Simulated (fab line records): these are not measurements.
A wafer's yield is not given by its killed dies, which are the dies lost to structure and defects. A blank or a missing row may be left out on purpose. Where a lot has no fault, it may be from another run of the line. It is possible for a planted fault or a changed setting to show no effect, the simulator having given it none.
fab line records	flow nand_harc
record: lots: 13	wafers: 39	last_day: 24
route steps=1159 shown A_CONTACT@884 A_BONDPAD@1075 THIN_TSV@1103 END@1159
lots that met no fault: taken from a fault-free run of the same line
start_h: start of the lot's first displayed wafer, in hours after the record's first day	wait_h: hours elapsed since this lot's preceding step	" identical to the entry in the row above	L1.1+2: a single row standing in for several wafers	- no value, or no start was given	* or withheld: withheld	< > ~ a bound
route shown NAME@n: a module of which the file shows steps, and the number in the route of the first	usual: the fault-free wafers' mean and standard deviation	same: alike in all rows	chamber/n: place in a boat	sites: per-site readings	_std_site: their standard deviation	_edge_site: inner sites' mean taken away from outer sites' mean	radius_mm: how far each site lies from the wafer's centre	mask NAME#n: copy n	behind: the tool/chamber that last shaped the wafer	hold: cause of the lot's hold/its duration in hours/its outcome	device: whichever transistor did not switch (one of n, p or np)	end of line: at the end of the route, the tests of the same wafers	step lacking rows: just its recipe	killed: count of dies lost to structure and defects at first sort (not the wafer's yield)	map: dies across one wafer; x = killed, . = not, _ = none there
set.NAME: the run value of the setting; set.NAME@STEP: its run value at that earlier step	model.NAME: the simulator's own value behind a step, which no gauge read
a sample of lots followed through the steps of the route, with each step as a table and each wafer as a row
services: when a tool's chamber went out of use (start_h, in hours from the record's first day, below 0 if earlier), for how many hours, and the reason
== steps ==
step: NHARC_A_CONTACT_DEP_57
recipe: target_thk_a: 28000	temp_c: 400	material: aC
usual: throttle_valve_pct: 35.000/0.0091
lot.wafer	tool	chamber	start_h	wait_h	throttle_valve_pct
L377.1	acl_dep-03	0	383.50	-	35.007
L377.2	"	0	"	"	34.990
L377.4	"	0	"	"	34.996
L381.1	acl_dep-03	0	389.29	-	34.999
L381.4	"	0	"	"	34.988
L381.6	"	0	"	"	35.003
L379.1	acl_dep-02	0	389.80	-	35.002
L379.3	"	0	"	"	35.001
L379.6	"	0	"	"	35.007
L380.3	acl_dep-01	0	410.65	-	35.000
L380.4	"	0	"	"	35.009
L380.5	"	0	"	"	35.000
L383.2	acl_dep-01	0	417.92	-	35.024
L383.3	"	0	"	"	34.974
L383.4	"	0	"	"	34.986
L384.2	acl_dep-02	0	418.61	-	35.003
L384.3	"	0	"	"	34.998
L384.5	"	0	"	"	35.004
L382.1	acl_dep-02	0	424.16	-	34.995
L382.5	"	0	425.30	-	34.995
L382.6	"	0	"	"	34.997
L387.2	acl_dep-02	0	443.91	-	34.990
L387.3	"	0	"	"	34.999
L387.6	"	0	"	"	35.008
L390.3	acl_dep-01	0	445.01	-	34.993
L390.5	"	0	"	"	35.008
L390.6	"	0	"	"	35.003
L389.1	acl_dep-02	0	448.33	-	35.011
L389.3	"	0	"	"	34.994
L389.5	"	0	"	"	34.977
L388.1	acl_dep-02	0	461.40	-	35.006
L388.5	"	0	462.55	-	35.002
L388.6	"	0	"	"	35.003
L391.1	acl_dep-02	0	463.12	-	34.999
L391.3	"	0	"	"	34.995
L391.6	"	0	"	"	34.990
L399.1	acl_dep-01	0	519.14	-	35.011
L399.5	"	0	520.29	-	35.018
L399.6	"	0	"	"	34.997
step: NHARC_A_BONDPAD_DESCUM_11
recipe: time_s: 3	o2_flow_sccm: 200	ar_flow_sccm: 0	bias_power_w: 0	chemistry: O2
usual: drypump_motor_current_A: 5.7/0.53	oes_product_au: 0.990/0.0085	rf_vpp_V: 57.8/0.93	showerhead_plenum_p_Torr: 1.93/0.1	throttle_valve_pct: 11.312/0.0094
lot.wafer	tool	chamber	start_h	wait_h	drypump_motor_current_A	oes_product_au	rf_hours_counter_h	rf_vpp_V	showerhead_plenum_p_Torr	throttle_valve_pct
L377.2	rie_diel-02	2	414.89	-	6.1	0.999	11	57.1	1.87	11.318
L377.1	"	3	"	"	5.2	1.001	16	58.1	1.96	11.330
L377.4	"	3	"	"	5.1	0.998	-	58.4	1.96	11.311
L381.1	rie_diel-03	1	420.76	-	6.0	0.984	1	58.8	2.00	11.315
L381.4	"	2	"	"	6.3	1.001	1	58.1	2.07	11.329
L381.6	"	1	"	"	6.0	0.982	-	58.7	2.01	11.314
L379.3	rie_diel-03	1	421.47	-	6.0	0.975	1	59.5	2.01	11.324
L379.1	"	2	"	"	6.2	0.990	1	59.0	2.07	11.321
L379.6	"	1	"	"	6.0	0.981	-	57.9	2.01	11.323
L380.3	rie_diel-03	0	440.14	-	4.7	0.978	2	56.3	1.81	11.313
L380.4	"	3	"	"	5.8	0.977	2	56.0	1.81	11.300
L380.5	"	1	"	"	6.0	0.990	-	57.3	2.01	11.312
L383.3	rie_diel-03	3	454.84	-	5.8	0.981	2	58.1	1.81	11.308
L383.2	"	0	"	"	4.7	0.992	2	58.2	1.81	11.304
L383.4	"	1	"	"	6.0	0.982	2	59.2	2.00	11.315
L384.3	rie_diel-02	1	455.31	-	5.5	0.989	24	58.6	1.99	11.322
L384.2	"	3	"	"	5.1	0.990	25	57.8	1.95	11.305
L384.5	"	1	"	"	5.5	1.002	-	55.6	1.99	11.314
L382.1	rie_diel-03	2	461.03	-	6.2	0.990	2	58.1	2.07	11.300
L382.5	"	0	"	"	4.7	0.992	-	57.5	1.81	11.318
L382.6	"	1	"	"	6.0	0.987	-	58.1	2.00	11.302
L387.3	rie_diel-03	3	476.94	-	5.8	0.984	3	56.0	1.81	11.303
L387.2	"	1	"	"	6.0	0.983	3	59.1	2.00	11.304
L387.6	"	3	"	"	5.7	0.998	-	56.7	1.81	11.319
L390.3	rie_diel-03	3	479.93	-	5.8	0.985	3	58.0	1.81	11.320
L390.6	"	2	"	"	6.3	0.978	-	58.5	2.07	11.324
L390.5	"	3	"	"	5.8	0.992	-	58.4	1.81	11.319
L389.3	rie_diel-03	0	480.27	-	4.7	0.983	3	57.4	1.81	11.318
L389.1	"	1	"	"	6.0	0.977	3	56.9	2.00	11.315
L389.5	"	0	"	"	4.7	0.995	-	56.4	1.81	11.314
L399.1	rie_diel-03	1	552.55	-	6.0	0.983	6	58.5	2.00	11.319
L399.6	"	2	"	"	6.2	0.978	-	58.2	2.07	11.297
L399.5	"	3	"	"	5.7	0.977	-	56.2	1.81	11.297
step: NHARC_A_BONDPAD_ETCH_34
recipe: target_depth_a: 600	overetch_a: 180	time_s: 65.91	ion_energy_ev: 200	n2_flow_sccm: 150	h2_flow_sccm: 150	ar_flow_sccm: 0	rf_w: 400	bias_w: 150	chemistry: N2/H2
usual: drypump_motor_current_A: 5.7/0.54	oes_product_au: 0.992/0.0086	rf_vpp_V: 431/3.2	showerhead_plenum_p_Torr: 2.05/0.11	throttle_valve_pct: 14.172/0.0081
lot.wafer	tool	chamber	start_h	wait_h	drypump_motor_current_A	oes_product_au	rf_hours_counter_h	rf_vpp_V	showerhead_plenum_p_Torr	throttle_valve_pct
L377.2	rie_diel-02	2	414.99	0.1	6.2	1.013	11	429	1.99	14.191
L377.1	"	1	"	"	5.5	1.016	16	434	2.13	14.162
L377.4	"	2	"	"	6.2	1.005	-	429	1.99	14.175
L381.1	rie_diel-03	2	420.85	0.1	6.3	0.996	1	437	2.21	14.157
L381.4	"	3	"	"	5.8	0.991	1	428	1.93	14.160
L381.6	"	3	"	"	5.7	0.985	-	426	1.93	14.177
L379.3	rie_diel-03	1	421.55	0.1	6.0	0.987	1	432	2.14	14.168
L379.1	"	0	"	"	4.7	0.990	1	427	1.93	14.175
L379.6	"	2	"	"	6.2	0.989	-	435	2.21	14.169
L380.4	rie_diel-03	2	440.24	0.1	6.2	0.987	1	435	2.21	14.173
L380.3	"	3	"	"	5.8	0.985	2	427	1.93	14.167
L380.5	"	1	"	"	6.0	0.979	-	432	2.14	14.168
L383.3	rie_diel-03	0	454.91	0.1	4.7	0.985	2	427	1.93	14.164
L383.4	"	2	"	"	6.2	0.983	2	435	2.21	14.169
L383.2	"	3	"	"	5.8	0.982	2	430	1.93	14.171
L384.2	rie_diel-02	3	455.52	0.2	5.1	0.997	25	432	2.08	14.155
L384.3	"	2	"	"	6.2	0.998	19	429	1.99	14.163
L384.5	"	3	"	"	5.1	1.001	-	433	2.08	14.189
L382.1	rie_diel-03	0	461.11	0.1	4.7	0.987	3	429	1.93	14.180
L382.5	"	2	"	"	6.3	0.984	-	435	2.21	14.166
L382.6	"	3	"	"	5.8	0.990	-	427	1.93	14.179
L387.2	rie_diel-03	1	477.02	0.1	6.0	0.982	3	433	2.14	14.169
L387.3	"	0	"	"	4.7	0.994	3	428	1.93	14.180
L387.6	"	2	"	"	6.2	0.976	-	435	2.21	14.180
L390.3	rie_diel-03	0	480.01	0.1	4.7	0.989	3	427	1.93	14.177
L390.6	"	0	"	"	4.7	0.988	-	427	1.93	14.177
L390.5	"	1	"	"	6.0	0.983	-	433	2.14	14.173
L389.3	rie_diel-03	3	480.41	0.1	5.7	0.986	3	427	1.93	14.169
L389.1	"	2	"	"	6.2	0.982	3	435	2.21	14.168
L389.5	"	0	"	"	4.7	0.989	-	426	1.93	14.177
L399.1	rie_diel-03	0	552.61	0.1	4.7	1.007	6	428	1.92	14.165
L399.6	"	0	"	"	4.7	0.995	-	428	1.92	14.164
L399.5	"	1	"	"	6.0	0.998	-	433	2.14	14.179
step: NHARC_THIN_TSV_THK_MEAS_02
recipe: thk_meas_gauge: ir
usual: thk_nm: 2984/210
lot.wafer	tool	chamber	start_h	wait_h	thk_nm
L377.1	film_metro-01	-	431.95	-	2779
L377.2	"	-	"	"	3112
L377.4	"	-	"	"	3066
L381.1	film_metro-01	-	436.41	0.2	2927
L381.4	"	-	"	"	2898
L381.6	"	-	"	"	2902
L379.1	film_metro-02	-	437.60	0.2	2661
L379.3	"	-	"	"	2710
L379.6	"	-	"	"	2513
L380.3	film_metro-01	-	456.49	-	3133
L380.4	"	-	"	"	2858
L380.5	"	-	"	"	2650
L383.2	film_metro-02	-	468.85	0.2	2716
L383.3	"	-	"	"	2567
L383.4	"	-	"	"	2883
L384.2	film_metro-01	-	470.06	0.2	3042
L384.3	"	-	"	"	2972
L384.5	"	-	"	"	3144
L382.1	film_metro-01	-	476.37	-	3297
L382.5	"	-	"	"	3388
L382.6	"	-	"	"	3338
L390.3	film_metro-01	-	491.00	-	2796
L390.5	"	-	"	"	2898
L390.6	"	-	"	"	3131
L387.2	film_metro-02	-	492.21	-	3374
L387.3	"	-	"	"	2972
L387.6	"	-	"	"	2787
L389.1	film_metro-01	-	495.36	-	2814
L389.3	"	-	"	"	2885
L389.5	"	-	"	"	3029
L399.1	film_metro-02	-	568.31	-	2851
L399.5	"	-	"	"	2926
L399.6	"	-	"	"	2869
step: NHARC_END_SORT_01
recipe: temp_c: 25
usual: killed_at_array: 28/8.6	killed_at_other: 0.7/1.2	killed_at_periphery: 3.1/2.3	killed_dies: 32/8.7	killed_open: 3.2/1.7	killed_short: 2.0/1.5
same: gross_dies: 677
lot.wafer	tool	chamber	start_h	wait_h	killed_at_array	killed_at_other	killed_at_periphery	killed_dies	killed_open	killed_short
L391.1	prober-01	0	530.02	2.5	669	3	5	677	3	2
L391.3	prober-01	0	531.59	3.0	670	4	3	677	3	1
L391.6	prober-01	0	533.93	3.9	670	3	4	677	5	6
L388.1	prober-02	0	530.03	2.5	676	0	1	677	5	2
L388.5	prober-02	0	533.25	3.7	676	0	1	677	6	2
L388.6	prober-02	0	534.05	4.0	676	0	1	677	5	6
killed by level:class
L391.1 A_CONTACT:area_dep=637 A_CHANNEL_HOLE_D1:chamber_film_flake=23 A_CONTACT:chamber_film_flake=4 THIN_TSV:chamber_film_flake=3 P_CONTACT:chamber_film_flake=2 P_GATE:geometric_particle:short=1 A_CHANNEL_FILL_D1:geometric_particle:short=1 A_SGD_CUT:geometric_particle:open=1
L388.1 A_CONTACT:area_dep=646 A_SLIT:chamber_film_flake=14 A_CONTACT:chamber_film_flake=6 A_CHANNEL_HOLE_D1:chamber_film_flake=3 A_CONTACT:geometric_particle:open=2 A_CONTACT:geometric_particle:short=2 P_M2:geometric_particle:open=1 A_SGD_CUT:geometric_particle:open=1
L391.3 A_CONTACT:area_dep=647 A_CHANNEL_HOLE_D1:chamber_film_flake=12 A_CONTACT:chamber_film_flake=7 P_CONTACT:chamber_film_flake=3 THIN_TSV:chamber_film_flake=3 A_ONON_D1:geometric_particle:open=1 A_CONTACT:geometric_particle:open=1 A_BLC:geometric_particle:short=1
L388.5 A_CONTACT:area_dep=634 A_SLIT:chamber_film_flake=17 A_CONTACT:chamber_film_flake=8 A_CHANNEL_HOLE_D1:chamber_film_flake=7 A_CONTACT:geometric_particle:open=3 A_STAIRCASE:chamber_film_flake=2 A_SOURCE_PLATE:geometric_particle:open=1 A_ONON_D1:geometric_particle:short=1
L391.6 A_CONTACT:area_dep=632 A_CHANNEL_HOLE_D1:chamber_film_flake=20 A_CONTACT:chamber_film_flake=9 A_CONTACT:geometric_particle:short=3 THIN_TSV:chamber_film_flake=3 P_M0:geometric_particle:open=2 P_CONTACT:chamber_film_flake=2 A_SOURCE_PLATE:geometric_particle:short=1
L388.6 A_CONTACT:area_dep=642 A_SLIT:chamber_film_flake=13 A_CHANNEL_HOLE_D1:chamber_film_flake=4 A_CONTACT:chamber_film_flake=4 A_M0:geometric_particle:short=2 A_WL_FILL:chamber_film_flake=2 P_M1:geometric_particle:open=1 A_ONON_D1:geometric_particle:open=1
== services ==
tool	chamber	start_h	hours	kind
rie_diel-02	0	361.33	4.1	repair
rie_diel-03	0	371.41	-	clean
rie_diel-03	1	371.41	-	clean
rie_diel-03	2	371.41	-	clean
rie_diel-03	3	371.41	-	clean
rie_diel-03	-	392.30	9.0	pm
rie_diel-03	0	392.30	9.0	vent_cycle
rie_diel-03	1	392.30	9.0	vent_cycle
rie_diel-03	2	392.30	9.0	vent_cycle
rie_diel-03	3	392.30	9.0	vent_cycle
rie_diel-02	2	399.59	5.1	repair
rie_diel-03	0	401.30	-	clean
rie_diel-03	1	401.30	-	clean
rie_diel-03	2	401.30	-	clean
acl_dep-03	-	405.62	13.0	pm
rie_diel-02	2	459.83	4.2	repair
rie_diel-02	1	462.89	1.5	repair
rie_diel-02	2	475.63	6.5	repair
acl_dep-01	-	478.76	13.0	pm
acl_dep-03	-	487.82	3.2	repair
rie_diel-02	-	504.83	9.0	pm
acl_dep-02	-	531.26	13.0	pm
rie_diel-03	0	542.17	1.8	repair
rie_diel-02	-	542.62	4.3	repair
== key ==
first_sign: step: NHARC_END_SORT_01	reading: killed_at_array	direction: up	sigmas: 75	usual: 28	struck: 673
effect: step: NHARC_END_SORT_01	reading: killed_dies	direction: up	sigmas: 74	usual: 32	struck: 677
more_kills_born_at: NHARC_A_CONTACT_DEP_57@acl_dep-02: 3838
met_at NHARC_A_CONTACT_DEP_57
struck_lots L388,L391
struck_wafers L388.1,L388.5,L388.6,L391.1,L391.3,L391.6
later_rows_left_out L388.1,L388.5,L388.6,L391.1,L391.3,L391.6
tester_left_out L388,L391
not_acting_at NHARC_A_BONDPAD_DESCUM_11,NHARC_A_BONDPAD_ETCH_34,NHARC_THIN_TSV_THK_MEAS_02
onset_between 448.33 461.40
fault: kind: process_parameter_drift	tool: acl_dep-02	chamber: 0	onset_h: 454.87	steps: NHARC_A_CONTACT_DEP_57	channel: target_thk_a	offset: *	shape: step	end_h: 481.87	acts_in: *	stated: *
tester_left_out: of these lots the tester's yield and bins aren't shown, on N5 and GAA mostly nor the transistor test; their killed dies are dies lost to structure and defects alone, not to doping, threshold or leakage, so they don't give the yield
later_rows_left_out: the simulator's readings of these wafers behind a module that went badly wrong aren't trusted and aren't shown, but for the sort
